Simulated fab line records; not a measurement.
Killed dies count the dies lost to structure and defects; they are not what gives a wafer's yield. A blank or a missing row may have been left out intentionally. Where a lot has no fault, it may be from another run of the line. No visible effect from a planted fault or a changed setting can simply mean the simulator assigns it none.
What tool caused it? || flow nand-harc || 24 lots (72 wafers sampled), 1 step of a 1159-step route

WHAT THE GAUGES SHOWED, per wafer
NHARC_A_M0_OVL_MEAS_10: pitch 160 nm. Usual: overlay-x-nm 0.1 nm, standard deviation 0.82; overlay-y-nm 0.1 nm, standard deviation 0.73.
{"lot": "L074", "measured": "day 17 00:01", "on": "overlay-02", "overlay-x-nm (nm)": "-0.5 -0.6 -0.1", "overlay-y-nm (nm)": "-0.2 -0.5 -0.6", "flag": ""}
{"lot": "L075", "measured": "day 17 18:11", "on": "overlay-02", "overlay-x-nm (nm)": "1.6 1.6 1.0", "overlay-y-nm (nm)": "-1.0 -1.2 -0.8", "flag": ""}
{"lot": "L076", "measured": "day 18 00:11", "on": "overlay-02", "overlay-x-nm (nm)": "-0.7 -0.7 -0.2", "overlay-y-nm (nm)": "0.7 0.3 1.2", "flag": ""}
{"lot": "L077", "measured": "day 18 01:17", "on": "overlay-02", "overlay-x-nm (nm)": "-0.2 0.1 0.2", "overlay-y-nm (nm)": "-0.8 -1.7 -1.3", "flag": ""}
{"lot": "L078", "measured": "day 18 03:38", "on": "overlay-02", "overlay-x-nm (nm)": "-2.2 -1.6 -2.0", "overlay-y-nm (nm)": "0.1 -0.5 -0.1", "flag": ""}
{"lot": "L082", "measured": "day 18 22:20", "on": "overlay-02", "overlay-x-nm (nm)": "1.2 0.7 1.6", "overlay-y-nm (nm)": "-0.8 -0.6 -0.4", "flag": ""}
{"lot": "L079", "measured": "day 19 01:59", "on": "overlay-02", "overlay-x-nm (nm)": "1.7 1.2 1.7", "overlay-y-nm (nm)": "0.2 -0.2 -1.0", "flag": ""}
{"lot": "L080", "measured": "day 19 03:46", "on": "overlay-02", "overlay-x-nm (nm)": "-0.4 -0.4 -0.6", "overlay-y-nm (nm)": "0.6 0.4 0.3", "flag": ""}
{"lot": "L081", "measured": "day 19 16:08", "on": "overlay-02", "overlay-x-nm (nm)": "1.2 0.8 0.7", "overlay-y-nm (nm)": "0.5 1.0 0.5", "flag": ""}
{"lot": "L085", "measured": "day 19 19:55", "on": "overlay-02", "overlay-x-nm (nm)": "-0.1 0.3 0.2", "overlay-y-nm (nm)": "1.2 0.6 0.3", "flag": ""}
{"lot": "L084", "measured": "day 19 20:21", "on": "overlay-02", "overlay-x-nm (nm)": "-0.6 -0.2 -0.9", "overlay-y-nm (nm)": "1.0 1.1 0.6", "flag": ""}
{"lot": "L087", "measured": "day 20 00:41", "on": "overlay-02", "overlay-x-nm (nm)": "1.1 0.8 0.9", "overlay-y-nm (nm)": "0.3 0.6 0.6", "flag": ""}
{"lot": "L086", "measured": "day 20 01:17", "on": "overlay-02", "overlay-x-nm (nm)": "-0.5 -1.1 -0.9", "overlay-y-nm (nm)": "0.5 0.4 0.7", "flag": ""}
{"lot": "L083", "measured": "day 20 04:22", "on": "overlay-02", "overlay-x-nm (nm)": "0.6 -0.1 0.4", "overlay-y-nm (nm)": "0.0 -0.3 -0.3", "flag": ""}
{"lot": "L089", "measured": "day 20 19:42", "on": "overlay-02", "overlay-x-nm (nm)": "-0.2 0.3 0.1", "overlay-y-nm (nm)": "0.2 0.5 0.3", "flag": ""}
{"lot": "L088", "measured": "day 20 20:29", "on": "overlay-02", "overlay-x-nm (nm)": "0.8 0.9 1.3", "overlay-y-nm (nm)": "0.4 -0.1 0.1", "flag": ""}
{"lot": "L090", "measured": "day 21 23:34", "on": "overlay-01", "overlay-x-nm (nm)": "-0.2 -0.2 0.3", "overlay-y-nm (nm)": "0.6 0.5 0.7", "flag": ""}
{"lot": "L092", "measured": "day 22 00:01", "on": "overlay-01", "overlay-x-nm (nm)": "-0.1 -0.4 0.0", "overlay-y-nm (nm)": "-1.0 -0.3 -0.9", "flag": ""}
{"lot": "L093", "measured": "day 22 00:26", "on": "overlay-02", "overlay-x-nm (nm)": "0.6 0.2 1.0", "overlay-y-nm (nm)": "-0.6 -1.0 -0.1", "flag": ""}
{"lot": "L094", "measured": "day 22 01:30", "on": "overlay-02", "overlay-x-nm (nm)": "0.3 0.2 0.8", "overlay-y-nm (nm)": "-0.6 -0.6 -0.2", "flag": ""}
{"lot": "L091", "measured": "day 22 11:44", "on": "overlay-01", "overlay-x-nm (nm)": "-0.2 -0.8 -0.1", "overlay-y-nm (nm)": "0.8 1.0 0.6", "flag": ""}
{"lot": "L096", "measured": "day 23 02:11", "on": "overlay-01", "overlay-x-nm (nm)": "0.0 -0.6 -0.8", "overlay-y-nm (nm)": "1.5 1.4 1.9", "flag": ""}
{"lot": "L095", "measured": "day 23 04:47", "on": "overlay-01", "overlay-x-nm (nm)": "-1.0 -0.7 -0.5", "overlay-y-nm (nm)": "1.0 0.4 0.5", "flag": ""}
{"lot": "L097", "measured": "day 23 16:38", "on": "overlay-02", "overlay-x-nm (nm)": "0.3 0.3 0.5", "overlay-y-nm (nm)": "0.2 0.6 0.6", "flag": ""}

EACH LOT AND THE TOOL THAT RAN IT (in order: tool; ch and the chambers of the sampled wafers; start)
The record holds no process step before these readings.

AS READ BY THE TOOLS THEMSELVES (means over the sampled wafers that have a number; for cases with no such wafer, the mark the record gives instead)
The record holds no such reading with a usual standard deviation.

THE ANSWER, worked out from the rows above alone
Rule: a lot is off if the mean of its wafers that have a number lies more than 3 standard deviations from the usual mean. A lot without any number at a reading at which 4 lots or more have one is off too. All remaining lots with rows at the step are treated as sound. After the gauges, taken in route order, come the tools' own readings; for these a lot's mean is taken, as printed above. At the first step where some lot is off, the reading lying furthest off is the one used; lots without a number count as furthest.
Across all readings shown, no lot is off: no conclusion can be drawn from this.

WHAT THE SIMULATOR HAD PUT IN
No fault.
